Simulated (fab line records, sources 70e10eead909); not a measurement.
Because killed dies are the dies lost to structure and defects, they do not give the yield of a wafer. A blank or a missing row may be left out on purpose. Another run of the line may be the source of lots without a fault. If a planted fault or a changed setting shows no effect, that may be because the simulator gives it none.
fab line records / flow nand-harc
record lots=7 wafers=21 last-day=33
route steps=1302 shown A_STAIRCASE@760 END@1302
lots untouched by any fault: they come from a run of this same line in which no faults occurred
start-h: hours from the record's first day to the start of the lot's first wafer shown / wait-h: hours since the lot's step before / " identical to the entry in the row above / L1.1+2: a row that stands for several wafers / - value missing, or start not given / * or withheld: withheld / < > ~ a bound
route shown NAME@n: NAME is a module with steps in the file, n the number in the route of the first one / usual: mean and standard deviation over wafers with no fault / same: alike in all rows / chamber/n: place in a boat / sites: the reading at each site / _std_site: their standard deviation / _edge_site: mean of outer sites minus mean of inner sites / radius-mm: for every site, how far away it sits from the centre of the wafer / mask NAME#n: copy n / behind: tool/chamber where the wafer was last shaped / hold: why the lot went on hold/how many hours it stayed there/how the hold came to an end / device: the n, p or np transistor that did not switch / end of line: tests of these same wafers at the route's end / where a step has no rows: the recipe by itself / killed: dies that structure and defects cost at the first sort, which is not the same as the wafer's yield / map: shows each die of a wafer: x if killed, . if not, _ if none is there
set.NAME: the setting as run; set.NAME@STEP: as run at that earlier step / model.NAME: the simulator's own value behind a step, which no gauge read
certain route steps with their lots: each step a table, each wafer a row
services: a tool's chamber out of use, with start hour (start-h, from the record's first day; less than 0 if before it), hours out, and reason
## steps
# step NHARC_A_STAIRCASE_EBR_246
# step NHARC_A_STAIRCASE_EXPOSE_247
# recipe na=0.5 dose-mj=25.34 mask-id=SDS_1
# step NHARC_A_STAIRCASE_PEB_248
# recipe peb-temp-c=115 peb-time-s=130
# step NHARC_A_STAIRCASE_DEVELOP_249
# recipe time-s=140
# step NHARC_A_STAIRCASE_HARDBAKE_251
# recipe temp-c=120 time-s=140
# step NHARC_A_STAIRCASE_DESCUM_252
# recipe time-s=3 o2-flow-sccm=200 ar-flow-sccm=0 bias-power-w=0 chemistry=O2
# usual drypump-motor-current-A=5.7/0.35 oes-product-au=0.998/0.0072 rf-vpp-V=57.8/0.89 showerhead-plenum-p-Torr=1.93/0.095 throttle-valve-pct=11.311/0.0089
lot.wafer=L382.4 tool=rie-diel-13 chamber=1 start-h=380.70 wait-h=- drypump-motor-current-A=5.2 oes-product-au=0.991 rf-hours-counter-h=12 rf-vpp-V=57.5 showerhead-plenum-p-Torr=1.97 throttle-valve-pct=11.316
lot.wafer=L382.1 tool=rie-diel-13 chamber=2 start-h=380.70 wait-h=- drypump-motor-current-A=6.0 oes-product-au=0.991 rf-hours-counter-h=14 rf-vpp-V=58.0 showerhead-plenum-p-Torr=2.04 throttle-valve-pct=11.316
lot.wafer=L382.6 tool=rie-diel-13 chamber=3 start-h=380.70 wait-h=- drypump-motor-current-A=5.8 oes-product-au=0.998 rf-hours-counter-h=- rf-vpp-V=58.2 showerhead-plenum-p-Torr=1.83 throttle-valve-pct=11.311
lot.wafer=L384.3 tool=rie-diel-13 chamber=0 start-h=397.54 wait-h=- drypump-motor-current-A=6.4 oes-product-au=0.991 rf-hours-counter-h=18 rf-vpp-V=58.4 showerhead-plenum-p-Torr=1.90 throttle-valve-pct=11.297
lot.wafer=L384.1 tool=rie-diel-13 chamber=2 start-h=397.54 wait-h=- drypump-motor-current-A=6.0 oes-product-au=0.998 rf-hours-counter-h=22 rf-vpp-V=58.4 showerhead-plenum-p-Torr=2.03 throttle-valve-pct=11.313
lot.wafer=L384.6 tool=rie-diel-13 chamber=0 start-h=397.54 wait-h=- drypump-motor-current-A=6.4 oes-product-au=0.993 rf-hours-counter-h=- rf-vpp-V=57.7 showerhead-plenum-p-Torr=1.90 throttle-valve-pct=11.316
lot.wafer=L386.4 tool=rie-diel-12 chamber=0 start-h=414.17 wait-h=- drypump-motor-current-A=5.6 oes-product-au=0.994 rf-hours-counter-h=41 rf-vpp-V=58.1 showerhead-plenum-p-Torr=1.83 throttle-valve-pct=11.310
lot.wafer=L386.2 tool=rie-diel-12 chamber=2 start-h=414.17 wait-h=- drypump-motor-current-A=5.8 oes-product-au=1.004 rf-hours-counter-h=44 rf-vpp-V=57.9 showerhead-plenum-p-Torr=1.83 throttle-valve-pct=11.309
lot.wafer=L386.1 tool=rie-diel-12 chamber=3 start-h=414.17 wait-h=- drypump-motor-current-A=5.0 oes-product-au=0.996 rf-hours-counter-h=37 rf-vpp-V=57.6 showerhead-plenum-p-Torr=2.05 throttle-valve-pct=11.320
lot.wafer=L395.3 tool=rie-diel-01 chamber=0 start-h=509.65 wait-h=- drypump-motor-current-A=5.6 oes-product-au=0.988 rf-hours-counter-h=40 rf-vpp-V=57.4 showerhead-plenum-p-Torr=1.85 throttle-valve-pct=11.305
lot.wafer=L395.2 tool=rie-diel-01 chamber=2 start-h=509.65 wait-h=- drypump-motor-current-A=6.0 oes-product-au=0.991 rf-hours-counter-h=36 rf-vpp-V=57.0 showerhead-plenum-p-Torr=1.93 throttle-valve-pct=11.318
lot.wafer=L395.5 tool=rie-diel-01 chamber=0 start-h=509.65 wait-h=- drypump-motor-current-A=5.6 oes-product-au=0.993 rf-hours-counter-h=- rf-vpp-V=58.6 showerhead-plenum-p-Torr=1.86 throttle-valve-pct=11.313
lot.wafer=L396.3 tool=rie-diel-13 chamber=0 start-h=510.54 wait-h=- drypump-motor-current-A=6.4 oes-product-au=0.997 rf-hours-counter-h=55 rf-vpp-V=59.5 showerhead-plenum-p-Torr=1.89 throttle-valve-pct=11.301
lot.wafer=L396.6 tool=rie-diel-13 chamber=0 start-h=510.54 wait-h=- drypump-motor-current-A=6.4 oes-product-au=1.003 rf-hours-counter-h=- rf-vpp-V=56.1 showerhead-plenum-p-Torr=1.89 throttle-valve-pct=11.303
lot.wafer=L396.4 tool=rie-diel-13 chamber=1 start-h=510.54 wait-h=- drypump-motor-current-A=5.3 oes-product-au=0.989 rf-hours-counter-h=- rf-vpp-V=57.5 showerhead-plenum-p-Torr=1.96 throttle-valve-pct=11.324
lot.wafer=L400.3 tool=rie-diel-01 chamber=1 start-h=553.87 wait-h=- drypump-motor-current-A=5.4 oes-product-au=0.998 rf-hours-counter-h=62 rf-vpp-V=59.2 showerhead-plenum-p-Torr=2.04 throttle-valve-pct=11.321
lot.wafer=L400.4 tool=rie-diel-01 chamber=3 start-h=553.87 wait-h=- drypump-motor-current-A=5.7 oes-product-au=1.007 rf-hours-counter-h=54 rf-vpp-V=55.9 showerhead-plenum-p-Torr=1.81 throttle-valve-pct=11.305
lot.wafer=L400.5 tool=rie-diel-01 chamber=2 start-h=553.87 wait-h=- drypump-motor-current-A=6.0 oes-product-au=0.991 rf-hours-counter-h=- rf-vpp-V=58.0 showerhead-plenum-p-Torr=1.92 throttle-valve-pct=11.293
lot.wafer=L404.2 tool=rie-diel-01 chamber=2 start-h=595.39 wait-h=- drypump-motor-current-A=6.0 oes-product-au=0.994 rf-hours-counter-h=9 rf-vpp-V=57.9 showerhead-plenum-p-Torr=1.92 throttle-valve-pct=11.313
lot.wafer=L404.4 tool=rie-diel-01 chamber=3 start-h=595.39 wait-h=- drypump-motor-current-A=5.8 oes-product-au=1.003 rf-hours-counter-h=9 rf-vpp-V=57.7 showerhead-plenum-p-Torr=1.80 throttle-valve-pct=11.310
lot.wafer=L404.5 tool=rie-diel-01 chamber=1 start-h=595.39 wait-h=- drypump-motor-current-A=5.4 oes-product-au=1.007 rf-hours-counter-h=- rf-vpp-V=57.2 showerhead-plenum-p-Torr=2.03 throttle-valve-pct=11.310
# step NHARC_A_STAIRCASE_ETCH_253
# recipe target-depth-a=500 time-s=20.2 ion-energy-ev=400 c4f8-flow-sccm=20 o2-flow-sccm=10 ar-flow-sccm=withheld rf-w=600 bias-w=1000 chemistry=C4F8/O2
# usual oes-product-au=0.952/0.02 rf-vpp-V=897/5.9
lot.wafer=L382.4 tool=rie-diel-13 chamber=1 start-h=380.77 wait-h=0.1 oes-product-au=0.912 rf-hours-counter-h=12 rf-vpp-V=902
lot.wafer=L382.1 tool=rie-diel-13 chamber=2 start-h=380.77 wait-h=0.1 oes-product-au=0.918 rf-hours-counter-h=14 rf-vpp-V=904
lot.wafer=L382.6 tool=rie-diel-13 chamber=0 start-h=380.77 wait-h=0.1 oes-product-au=0.914 rf-hours-counter-h=- rf-vpp-V=895
lot.wafer=L384.1 tool=rie-diel-13 chamber=2 start-h=397.62 wait-h=0.1 oes-product-au=0.976 rf-hours-counter-h=22 rf-vpp-V=904
lot.wafer=L384.3 tool=rie-diel-13 chamber=0 start-h=397.62 wait-h=0.1 oes-product-au=0.958 rf-hours-counter-h=18 rf-vpp-V=896
lot.wafer=L384.6 tool=rie-diel-13 chamber=2 start-h=397.62 wait-h=0.1 oes-product-au=0.983 rf-hours-counter-h=- rf-vpp-V=902
lot.wafer=L386.1 tool=rie-diel-12 chamber=2 start-h=414.27 wait-h=0.1 oes-product-au=0.977 rf-hours-counter-h=44 rf-vpp-V=889
lot.wafer=L386.4 tool=rie-diel-12 chamber=3 start-h=414.27 wait-h=0.1 oes-product-au=0.975 rf-hours-counter-h=37 rf-vpp-V=904
lot.wafer=L386.2 tool=rie-diel-12 chamber=0 start-h=414.27 wait-h=0.1 oes-product-au=0.969 rf-hours-counter-h=41 rf-vpp-V=891
lot.wafer=L395.3 tool=rie-diel-01 chamber=3 start-h=509.74 wait-h=0.1 oes-product-au=0.968 rf-hours-counter-h=35 rf-vpp-V=890
lot.wafer=L395.2 tool=rie-diel-01 chamber=0 start-h=509.74 wait-h=0.1 oes-product-au=0.950 rf-hours-counter-h=40 rf-vpp-V=893
lot.wafer=L395.5 tool=rie-diel-01 chamber=3 start-h=509.74 wait-h=0.1 oes-product-au=0.968 rf-hours-counter-h=- rf-vpp-V=889
lot.wafer=L396.3 tool=rie-diel-13 chamber=1 start-h=510.65 wait-h=0.1 oes-product-au=0.921 rf-hours-counter-h=52 rf-vpp-V=898
lot.wafer=L396.6 tool=rie-diel-13 chamber=2 start-h=510.65 wait-h=0.1 oes-product-au=0.923 rf-hours-counter-h=- rf-vpp-V=903
lot.wafer=L396.4 tool=rie-diel-13 chamber=0 start-h=510.65 wait-h=0.1 oes-product-au=0.926 rf-hours-counter-h=- rf-vpp-V=895
lot.wafer=L400.3 tool=rie-diel-01 chamber=2 start-h=553.96 wait-h=0.1 oes-product-au=0.958 rf-hours-counter-h=59 rf-vpp-V=896
lot.wafer=L400.4 tool=rie-diel-01 chamber=3 start-h=553.96 wait-h=0.1 oes-product-au=0.984 rf-hours-counter-h=54 rf-vpp-V=890
lot.wafer=L400.5 tool=rie-diel-01 chamber=1 start-h=553.96 wait-h=0.1 oes-product-au=0.956 rf-hours-counter-h=- rf-vpp-V=905
lot.wafer=L404.4 tool=rie-diel-01 chamber=3 start-h=595.47 wait-h=0.1 oes-product-au=0.919 rf-hours-counter-h=9 rf-vpp-V=888
lot.wafer=L404.2 tool=rie-diel-01 chamber=1 start-h=595.47 wait-h=0.1 oes-product-au=0.931 rf-hours-counter-h=7 rf-vpp-V=904
lot.wafer=L404.5 tool=rie-diel-01 chamber=3 start-h=595.47 wait-h=0.1 oes-product-au=0.924 rf-hours-counter-h=- rf-vpp-V=889
# step NHARC_A_STAIRCASE_STRIP_254
# recipe power-w=1500 temp-c=250 chemistry=O2
# usual drypump-motor-current-A=5.9/0.44 heater-power-w=344/34
lot.wafer=L382.1 tool=plasma-asher-01 chamber=0 start-h=380.85 wait-h=- drypump-motor-current-A=6.4 heater-power-w=290 rf-hours-counter-h=8
lot.wafer=L382.4 tool=plasma-asher-01 chamber=1 start-h=380.85 wait-h=- drypump-motor-current-A=5.2 heater-power-w=330 rf-hours-counter-h=-
lot.wafer=L382.6 tool=plasma-asher-01 chamber=0 start-h=380.85 wait-h=- drypump-motor-current-A=6.4 heater-power-w=283 rf-hours-counter-h=-
lot.wafer=L384.1 tool=plasma-asher-02 chamber=1 start-h=397.71 wait-h=- drypump-motor-current-A=5.7 heater-power-w=344 rf-hours-counter-h=26
lot.wafer=L384.3 tool=plasma-asher-02 chamber=0 start-h=397.71 wait-h=- drypump-motor-current-A=6.2 heater-power-w=387 rf-hours-counter-h=-
lot.wafer=L384.6 tool=plasma-asher-02 chamber=1 start-h=397.71 wait-h=- drypump-motor-current-A=5.7 heater-power-w=341 rf-hours-counter-h=-
lot.wafer=L386.2 tool=plasma-asher-02 chamber=0 start-h=414.35 wait-h=- drypump-motor-current-A=6.2 heater-power-w=383 rf-hours-counter-h=29
lot.wafer=L386.1 tool=plasma-asher-02 chamber=1 start-h=414.35 wait-h=- drypump-motor-current-A=5.7 heater-power-w=348 rf-hours-counter-h=29
lot.wafer=L386.4 tool=plasma-asher-02 chamber=0 start-h=414.35 wait-h=- drypump-motor-current-A=6.2 heater-power-w=384 rf-hours-counter-h=-
lot.wafer=L395.2 tool=plasma-asher-02 chamber=1 start-h=509.83 wait-h=- drypump-motor-current-A=5.8 heater-power-w=344 rf-hours-counter-h=16
lot.wafer=L395.3 tool=plasma-asher-02 chamber=0 start-h=509.83 wait-h=- drypump-motor-current-A=6.3 heater-power-w=384 rf-hours-counter-h=-
lot.wafer=L395.5 tool=plasma-asher-02 chamber=1 start-h=509.83 wait-h=- drypump-motor-current-A=5.8 heater-power-w=351 rf-hours-counter-h=-
lot.wafer=L396.3 tool=plasma-asher-02 chamber=1 start-h=510.83 wait-h=- drypump-motor-current-A=5.7 heater-power-w=349 rf-hours-counter-h=-
lot.wafer=L396.4 tool=plasma-asher-02 chamber=0 start-h=510.83 wait-h=- drypump-motor-current-A=6.2 heater-power-w=382 rf-hours-counter-h=-
lot.wafer=L396.6 tool=plasma-asher-02 chamber=0 start-h=510.83 wait-h=- drypump-motor-current-A=6.2 heater-power-w=367 rf-hours-counter-h=-
lot.wafer=L400.3 tool=plasma-asher-01 chamber=1 start-h=554.14 wait-h=- drypump-motor-current-A=5.2 heater-power-w=374 rf-hours-counter-h=-
lot.wafer=L400.4 tool=plasma-asher-01 chamber=0 start-h=554.14 wait-h=- drypump-motor-current-A=6.4 heater-power-w=290 rf-hours-counter-h=-
lot.wafer=L400.5 tool=plasma-asher-01 chamber=1 start-h=554.14 wait-h=- drypump-motor-current-A=5.2 heater-power-w=363 rf-hours-counter-h=-
lot.wafer=L404.2 tool=plasma-asher-02 chamber=1 start-h=595.55 wait-h=- drypump-motor-current-A=5.7 heater-power-w=357 rf-hours-counter-h=36
lot.wafer=L404.4 tool=plasma-asher-02 chamber=1 start-h=595.55 wait-h=- drypump-motor-current-A=5.7 heater-power-w=357 rf-hours-counter-h=-
lot.wafer=L404.5 tool=plasma-asher-02 chamber=1 start-h=595.55 wait-h=- drypump-motor-current-A=5.7 heater-power-w=344 rf-hours-counter-h=-
# step NHARC_A_STAIRCASE_STRIP_255
# recipe time-s=900 temp-c=130 chemistry=SPM
# step NHARC_A_STAIRCASE_PRECLEAN_256
# recipe time-s=* temp-c=50 bath-age-min=0 chemistry=SC1
# step NHARC_A_STAIRCASE_SRD_257
# step NHARC_A_STAIRCASE_HM_DEP_456
# recipe target-thk-a=31000 temp-c=400 material=aC
# usual susceptor-temp-C=399.94/0.19 throttle-valve-pct=34.999/0.0088
lot.wafer=L382.1 tool=acl-dep-02 chamber=0 start-h=384.81 wait-h=- susceptor-temp-C=- throttle-valve-pct=34.985
lot.wafer=L382.4 tool=acl-dep-02 chamber=0 start-h=384.81 wait-h=- susceptor-temp-C=- throttle-valve-pct=34.998
lot.wafer=L382.6 tool=acl-dep-02 chamber=0 start-h=384.81 wait-h=- susceptor-temp-C=- throttle-valve-pct=35.001
lot.wafer=L384.1 tool=acl-dep-03 chamber=0 start-h=401.33 wait-h=- susceptor-temp-C=399.91 throttle-valve-pct=35.005
lot.wafer=L384.3 tool=acl-dep-03 chamber=0 start-h=401.33 wait-h=- susceptor-temp-C=400.07 throttle-valve-pct=35.004
lot.wafer=L384.6 tool=acl-dep-03 chamber=0 start-h=401.33 wait-h=- susceptor-temp-C=400.01 throttle-valve-pct=35.017
lot.wafer=L384.1 tool=acl-dep-03 chamber=0 start-h=404.54 wait-h=2.9 susceptor-temp-C=400.36 throttle-valve-pct=35.006
lot.wafer=L384.3 tool=acl-dep-03 chamber=0 start-h=404.54 wait-h=2.9 susceptor-temp-C=400.51 throttle-valve-pct=35.003
lot.wafer=L384.6 tool=acl-dep-03 chamber=0 start-h=404.54 wait-h=2.9 susceptor-temp-C=400.54 throttle-valve-pct=34.995
lot.wafer=L386.1 tool=acl-dep-01 chamber=0 start-h=415.16 wait-h=- susceptor-temp-C=399.98 throttle-valve-pct=35.013
lot.wafer=L386.2 tool=acl-dep-01 chamber=0 start-h=415.16 wait-h=- susceptor-temp-C=399.96 throttle-valve-pct=34.979
lot.wafer=L386.4 tool=acl-dep-01 chamber=0 start-h=415.16 wait-h=- susceptor-temp-C=400.32 throttle-valve-pct=34.989
lot.wafer=L386.1 tool=acl-dep-02 chamber=0 start-h=417.90 wait-h=2.4 susceptor-temp-C=400.34 throttle-valve-pct=34.989
lot.wafer=L386.2 tool=acl-dep-02 chamber=0 start-h=417.90 wait-h=2.4 susceptor-temp-C=400.51 throttle-valve-pct=35.008
lot.wafer=L386.4 tool=acl-dep-02 chamber=0 start-h=417.90 wait-h=2.4 susceptor-temp-C=400.08 throttle-valve-pct=34.999
lot.wafer=L395.2 tool=acl-dep-03 chamber=0 start-h=511.81 wait-h=- susceptor-temp-C=400.13 throttle-valve-pct=35.005
lot.wafer=L395.3 tool=acl-dep-03 chamber=0 start-h=511.81 wait-h=- susceptor-temp-C=399.68 throttle-valve-pct=35.011
lot.wafer=L395.5 tool=acl-dep-03 chamber=0 start-h=511.81 wait-h=- susceptor-temp-C=399.71 throttle-valve-pct=34.983
lot.wafer=L395.2 tool=acl-dep-03 chamber=0 start-h=515.48 wait-h=3.4 susceptor-temp-C=400.23 throttle-valve-pct=35.010
lot.wafer=L395.3 tool=acl-dep-03 chamber=0 start-h=515.48 wait-h=3.4 susceptor-temp-C=400.19 throttle-valve-pct=34.996
lot.wafer=L395.5 tool=acl-dep-03 chamber=0 start-h=515.48 wait-h=3.4 susceptor-temp-C=400.00 throttle-valve-pct=35.015
lot.wafer=L396.3 tool=acl-dep-03 chamber=0 start-h=513.95 wait-h=- susceptor-temp-C=- throttle-valve-pct=35.000
lot.wafer=L396.4 tool=acl-dep-03 chamber=0 start-h=513.95 wait-h=- susceptor-temp-C=- throttle-valve-pct=35.013
lot.wafer=L396.6 tool=acl-dep-03 chamber=0 start-h=513.95 wait-h=- susceptor-temp-C=- throttle-valve-pct=34.999
lot.wafer=L400.3 tool=acl-dep-02 chamber=0 start-h=557.11 wait-h=- susceptor-temp-C=400.05 throttle-valve-pct=35.008
lot.wafer=L400.4 tool=acl-dep-02 chamber=0 start-h=557.11 wait-h=- susceptor-temp-C=400.02 throttle-valve-pct=35.002
lot.wafer=L400.5 tool=acl-dep-02 chamber=0 start-h=557.11 wait-h=- susceptor-temp-C=400.08 throttle-valve-pct=34.992
lot.wafer=L404.2 tool=acl-dep-02 chamber=0 start-h=596.68 wait-h=- susceptor-temp-C=399.88 throttle-valve-pct=34.987
lot.wafer=L404.4 tool=acl-dep-02 chamber=0 start-h=596.68 wait-h=- susceptor-temp-C=399.83 throttle-valve-pct=34.992
lot.wafer=L404.5 tool=acl-dep-02 chamber=0 start-h=596.68 wait-h=- susceptor-temp-C=399.79 throttle-valve-pct=35.006
# step NHARC_A_STAIRCASE_DEP_259
# recipe target-thk-a=300 target-thk-nm=30 temp-c=400 pressure-torr=3.5 flow-sccm=200 rf-w=350 material=SiON
# usual heater-power-w=715/70 susceptor-temp-C=399.96/0.21
lot.wafer=L382.1 tool=pecvd-01 chamber=1 start-h=386.67 wait-h=1.6 heater-power-w=594 susceptor-temp-C=399.82
lot.wafer=L382.6 tool=pecvd-01 chamber=1 start-h=386.67 wait-h=1.6 heater-power-w=594 susceptor-temp-C=400.15
lot.wafer=L382.4 tool=pecvd-01 chamber=2 start-h=386.67 wait-h=1.6 heater-power-w=784 susceptor-temp-C=399.63
lot.wafer=L384.3 tool=pecvd-02 chamber=0 start-h=406.44 wait-h=1.0 heater-power-w=722 susceptor-temp-C=399.88
lot.wafer=L384.1 tool=pecvd-02 chamber=1 start-h=406.44 wait-h=1.0 heater-power-w=729 susceptor-temp-C=399.93
lot.wafer=L384.6 tool=pecvd-02 chamber=1 start-h=406.44 wait-h=1.0 heater-power-w=737 susceptor-temp-C=399.82
lot.wafer=L386.2 tool=pecvd-04 chamber=0 start-h=419.77 wait-h=1.3 heater-power-w=751 susceptor-temp-C=399.84
lot.wafer=L386.1 tool=pecvd-04 chamber=1 start-h=419.77 wait-h=1.3 heater-power-w=863 susceptor-temp-C=399.93
lot.wafer=L386.4 tool=pecvd-04 chamber=2 start-h=419.77 wait-h=1.3 heater-power-w=655 susceptor-temp-C=399.95
lot.wafer=L396.3 tool=pecvd-01 chamber=2 start-h=515.25 wait-h=1.0 heater-power-w=751 susceptor-temp-C=400.09
lot.wafer=L396.4 tool=pecvd-01 chamber=0 start-h=515.25 wait-h=1.0 heater-power-w=652 susceptor-temp-C=399.57
lot.wafer=L396.6 tool=pecvd-01 chamber=1 start-h=515.25 wait-h=1.0 heater-power-w=634 susceptor-temp-C=399.94
lot.wafer=L395.2 tool=pecvd-02 chamber=2 start-h=517.53 wait-h=1.7 heater-power-w=813 susceptor-temp-C=399.93
lot.wafer=L395.3 tool=pecvd-02 chamber=2 start-h=517.53 wait-h=1.7 heater-power-w=825 susceptor-temp-C=399.91
lot.wafer=L395.5 tool=pecvd-02 chamber=1 start-h=517.53 wait-h=1.7 heater-power-w=557 susceptor-temp-C=400.13
lot.wafer=L400.3 tool=pecvd-01 chamber=0 start-h=558.41 wait-h=1.0 heater-power-w=646 susceptor-temp-C=400.03
lot.wafer=L400.5 tool=pecvd-01 chamber=1 start-h=558.41 wait-h=1.0 heater-power-w=636 susceptor-temp-C=400.10
lot.wafer=L400.4 tool=pecvd-01 chamber=0 start-h=558.41 wait-h=1.0 heater-power-w=652 susceptor-temp-C=400.00
lot.wafer=L404.2 tool=pecvd-01 chamber=0 start-h=598.24 wait-h=1.3 heater-power-w=668 susceptor-temp-C=399.86
lot.wafer=L404.5 tool=pecvd-01 chamber=0 start-h=598.24 wait-h=1.3 heater-power-w=679 susceptor-temp-C=400.06
lot.wafer=L404.4 tool=pecvd-01 chamber=2 start-h=598.24 wait-h=1.3 heater-power-w=740 susceptor-temp-C=400.03
# step NHARC_END_SORT_01
# recipe temp-c=25
# usual killed-at-array=61/22 killed-at-other=0.8/1 killed-at-periphery=3.8/2.3 killed-dies=66/22 killed-open=3.2/1.9 killed-short=2.8/1.8
# same gross-dies=677
lot.wafer=L382.1 tool=prober-01 chamber=0 start-h=589.84 wait-h=2.5 killed-at-array=45 killed-at-other=0 killed-at-periphery=7 killed-dies=52 killed-open=2 killed-short=3
lot.wafer=L382.4 tool=prober-01 chamber=0 start-h=592.26 wait-h=3.4 killed-at-array=36 killed-at-other=0 killed-at-periphery=5 killed-dies=41 killed-open=2 killed-short=2
lot.wafer=L382.6 tool=prober-01 chamber=0 start-h=593.87 wait-h=4.0 killed-at-array=31 killed-at-other=0 killed-at-periphery=10 killed-dies=41 killed-open=3 killed-short=5
lot.wafer=L395.2 tool=prober-02 chamber=0 start-h=704.94 wait-h=2.8 killed-at-array=30 killed-at-other=1 killed-at-periphery=6 killed-dies=37 killed-open=5 killed-short=3
lot.wafer=L395.3 tool=prober-02 chamber=0 start-h=705.75 wait-h=3.1 killed-at-array=49 killed-at-other=1 killed-at-periphery=5 killed-dies=55 killed-open=4 killed-short=4
lot.wafer=L395.5 tool=prober-02 chamber=0 start-h=707.36 wait-h=3.7 killed-at-array=61 killed-at-other=0 killed-at-periphery=5 killed-dies=66 killed-open=9 killed-short=4
# killed by level:class
L382.1 A_SLIT:chamber-film-flake=29 A_CHANNEL_HOLE_D2:chamber-film-flake=8 P_M1:geometric-particle:short=2 P_GATE:chamber-film-flake=2 A_CHANNEL_HOLE_D1:chamber-film-flake=2 A_CONTACT:chamber-film-flake=2 P_M0:geometric-particle:open=1 A_DECK1_JOINT:geometric-particle:short=1
L382.4 A_SLIT:chamber-film-flake=18 A_CHANNEL_HOLE_D2:chamber-film-flake=7 A_STAIRCASE:chamber-film-flake=3 P_GATE:chamber-film-flake=2 A_CHANNEL_HOLE_D1:chamber-film-flake=2 A_CONTACT:chamber-film-flake=2 P_GATE:geometric-particle:open=1 A_DECK1_JOINT:geometric-particle:short=1
L382.6 A_SLIT:chamber-film-flake=15 A_CHANNEL_HOLE_D2:chamber-film-flake=6 P_STI:chamber-film-flake=3 P_GATE:chamber-film-flake=3 A_CONTACT:chamber-film-flake=2 P_GATE:geometric-particle:short=1 P_CONTACT:geometric-particle:open=1 P_CONTACT:geometric-particle:short=1
L395.2 A_SLIT:chamber-film-flake=13 A_CHANNEL_HOLE_D2:chamber-film-flake=6 A_STAIRCASE:chamber-film-flake=5 P_M0:geometric-particle:open=3 P_ZERO_WELL:chamber-film-flake=2 P_GATE:geometric-particle:open=1 A_SOURCE_PLATE:geometric-particle:open=1 A_DECK1_JOINT:geometric-particle:short=1
L395.3 A_SLIT:chamber-film-flake=16 A_CHANNEL_HOLE_D2:chamber-film-flake=10 A_CHANNEL_HOLE_D1:chamber-film-flake=9 A_STAIRCASE:chamber-film-flake=5 P_ZERO_WELL:chamber-film-flake=3 A_CHANNEL_FILL_D1:geometric-particle:short=2 A_CHANNEL_FILL_D1:chamber-film-flake=2 P_GATE:geometric-particle:open=1
L395.5 A_SLIT:chamber-film-flake=24 A_CHANNEL_HOLE_D2:chamber-film-flake=18 A_CHANNEL_HOLE_D1:chamber-film-flake=5 A_M0:geometric-particle:open=3 A_STAIRCASE:chamber-film-flake=3 A_DECK1_JOINT:geometric-particle:open=2 A_WL_FILL:geometric-particle:open=2 P_GATE:chamber-film-flake=2
## services
tool=plasma-asher-02 chamber=- start-h=360.06 hours=8.4 kind=repair
tool=pecvd-01 chamber=1 start-h=368.43 hours=6.6 kind=repair
tool=rie-diel-01 chamber=- start-h=375.63 hours=1.0 kind=repair
tool=plasma-asher-02 chamber=- start-h=382.28 hours=13.6 kind=repair
tool=rie-diel-12 chamber=3 start-h=383.32 hours=14.3 kind=repair
tool=rie-diel-01 chamber=- start-h=383.76 hours=9.0 kind=pm
tool=pecvd-02 chamber=- start-h=408.29 hours=13.0 kind=pm
tool=acl-dep-02 chamber=- start-h=425.17 hours=13.0 kind=pm
tool=plasma-asher-02 chamber=- start-h=426.00 hours=9.0 kind=pm
tool=rie-diel-12 chamber=- start-h=445.52 hours=9.0 kind=pm
tool=rie-diel-01 chamber=- start-h=465.49 hours=3.2 kind=repair
tool=pecvd-02 chamber=- start-h=465.84 hours=0.3 kind=repair
tool=rie-diel-13 chamber=2 start-h=474.44 hours=1.7 kind=repair
tool=acl-dep-03 chamber=- start-h=482.58 hours=13.0 kind=pm
tool=pecvd-01 chamber=- start-h=492.14 hours=13.0 kind=pm
tool=rie-diel-13 chamber=3 start-h=502.52 hours=9.6 kind=repair
tool=rie-diel-12 chamber=1 start-h=503.09 hours=6.9 kind=repair
tool=pecvd-02 chamber=0 start-h=510.74 hours=25.5 kind=repair
tool=plasma-asher-01 chamber=- start-h=519.00 hours=9.0 kind=pm
tool=rie-diel-13 chamber=- start-h=521.48 hours=9.0 kind=pm
tool=rie-diel-12 chamber=2 start-h=533.18 hours=1.2 kind=repair
tool=plasma-asher-01 chamber=- start-h=541.42 hours=10.8 kind=repair
tool=rie-diel-01 chamber=- start-h=555.21 hours=0.2 kind=repair
tool=rie-diel-01 chamber=- start-h=560.76 hours=9.0 kind=pm
## key
first-sign step=NHARC_A_STAIRCASE_HM_DEP_456 reading=visit direction=added
effect none on later readings
met-at NHARC_A_STAIRCASE_HM_DEP_456
struck-wafers L384.1,L384.3,L384.6,L386.1,L386.2,L386.4,L395.2,L395.3,L395.5
tester-left-out L384,L386,L395
fault kind=repeated-step-whole tool=acl-dep-01,acl-dep-02,acl-dep-03 chamber=- onset-h=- steps=NHARC_A_STAIRCASE_HM_DEP_456 times=1 scope=struck-lots-only
# tester-left-out: of these lots the tester's yield and bins aren't shown, on N5 and GAA mostly nor the transistor test; their killed dies are dies lost to structure and defects alone, not to doping, threshold or leakage, so they don't give the yield
